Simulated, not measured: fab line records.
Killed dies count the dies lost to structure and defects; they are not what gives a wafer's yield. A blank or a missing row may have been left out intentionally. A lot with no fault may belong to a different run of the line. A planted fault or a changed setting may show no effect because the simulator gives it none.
Which of the tools did it?    flow nandHarc    30 wafers from 10 lots sampled at 4 of the route's 1302 steps

## WHAT THE GAUGES READ, wafer by wafer
NHARC_P_M2_CD_MEAS_09 targets a cd of 170 nm.
lot   measured      on        cdNm (nm)
L720  day 7 07:18   cdSem-01  170.4 169.8 171.2
L721  day 7 19:20   cdSem-02  169.6 170.4 169.6
L722  day 8 00:16   cdSem-02  170.7 171.0 169.7
L724  day 8 20:11   cdSem-01  170.5 169.8 170.1
L725  day 9 13:06   cdSem-02  171.5 169.5 170.0
L726  day 9 19:37   cdSem-03  174.8 175.8 175.5
L728  day 10 17:30  cdSem-02  174.4 175.5 174.0
L736  day 14 00:30  cdSem-02  170.6 170.6 170.2
L738  day 14 15:59  cdSem-02  170.6 170.4 171.3
L740  day 16 00:43  cdSem-02  169.4 169.1 169.3

## WHICH TOOL RAN EACH LOT (tool, then ch and the chambers of the sampled wafers, then the start)
lot   NHARC_P_M1_ETCH_28                            NHARC_P_M1_PRE_CLEAN_32          NHARC_P_M2_PEB_07
L720  rieDiel-01 ch 0,1, day 7 06:08 or earlier     pecvd-01 ch 0,2, day 7 06:08     lithoTrack-04 ch 0, day 7 07:13
L721  rieDiel-01 ch 0,1,2, day 7 18:02 or earlier   pecvd-01 ch 0,2, day 7 18:02     lithoTrack-06 ch 0, day 7 19:16
L722  rieDiel-01 ch 1,2, day 7 22:57 or earlier     pecvd-02 ch 0,1, day 7 22:57     lithoTrack-01 ch 0, day 8 00:11
L724  rieDiel-01 ch 1,2,3, day 8 18:50 or earlier   pecvd-02 ch 0,1,2, day 8 18:50   lithoTrack-01 ch 0, day 8 20:06
L725  rieDiel-01 ch 0,1,2, day 9 11:55 or earlier   pecvd-03 ch 0,1,2, day 9 11:55   lithoTrack-06 ch 0, day 9 13:01
L726  rieDiel-06 ch 0,1,2, day 9 18:19 or earlier   pecvd-03 ch 0,1,2, day 9 18:19   lithoTrack-01 ch 0, day 9 19:32
L728  rieDiel-01 ch 1,2, day 10 16:10 or earlier    pecvd-03 ch 0,2, day 10 16:10    lithoTrack-01 ch 0, day 10 17:25
L736  rieDiel-01 ch 2,3, day 13 23:10 or earlier    pecvd-02 ch 0,2, day 13 23:10    lithoTrack-01 ch 0, day 14 00:25
L738  rieDiel-06 ch 0,1,3, day 14 14:41 or earlier  pecvd-01 ch 0,1,2, day 14 14:41  lithoTrack-01 ch 0, day 14 15:54
L740  rieDiel-06 ch 1,2,3, day 15 23:24 or earlier  pecvd-03 ch 0,1,2, day 15 23:24  lithoTrack-01 ch 0, day 16 00:38
- NHARC_P_M1_ETCH_28: etches the open film in CF4/N2, target depth 30 nm, time 72.99 s.
- NHARC_P_M1_PRE_CLEAN_32: time 12 s.
- NHARC_P_M2_PEB_07: peb time 65 s.

## THE ANSWER, worked out from the rows above alone
Rule: the lots themselves supply what counts as usual. Put in order of their means at a reading, lots are off if they are a third of the lots or fewer, leave a main group of 4 or more, and stand apart from it by a gap of 3 or more times the standard deviation of the main group's means; of several such gaps the widest counts. The tables above print the reading to a certain number of digits; a main group whose means all agree to those digits is not used. A lot without any number at a reading at which 4 lots or more have one is off too. Where the step has rows for the other lots, those lots are counted as sound.
Off, at NHARC_P_M2_CD_MEAS_09 on cdNm: L726, L728. The main group has a mean of 170.2 nm with a standard deviation of 0.44.
If a tool, at a process step before that reading, ran all the lots that are off and no sound lot after the first of them, it fits. Those tools and the gauges at NHARC_P_M2_CD_MEAS_09 are tried in the same way. With no start given for some of its lots, NHARC_P_M1_ETCH_28 uses the hours and lot order of NHARC_P_M1_PRE_CLEAN_32. Of those tried, none fits.

## WHAT WAS PUT IN BY THE SIMULATOR
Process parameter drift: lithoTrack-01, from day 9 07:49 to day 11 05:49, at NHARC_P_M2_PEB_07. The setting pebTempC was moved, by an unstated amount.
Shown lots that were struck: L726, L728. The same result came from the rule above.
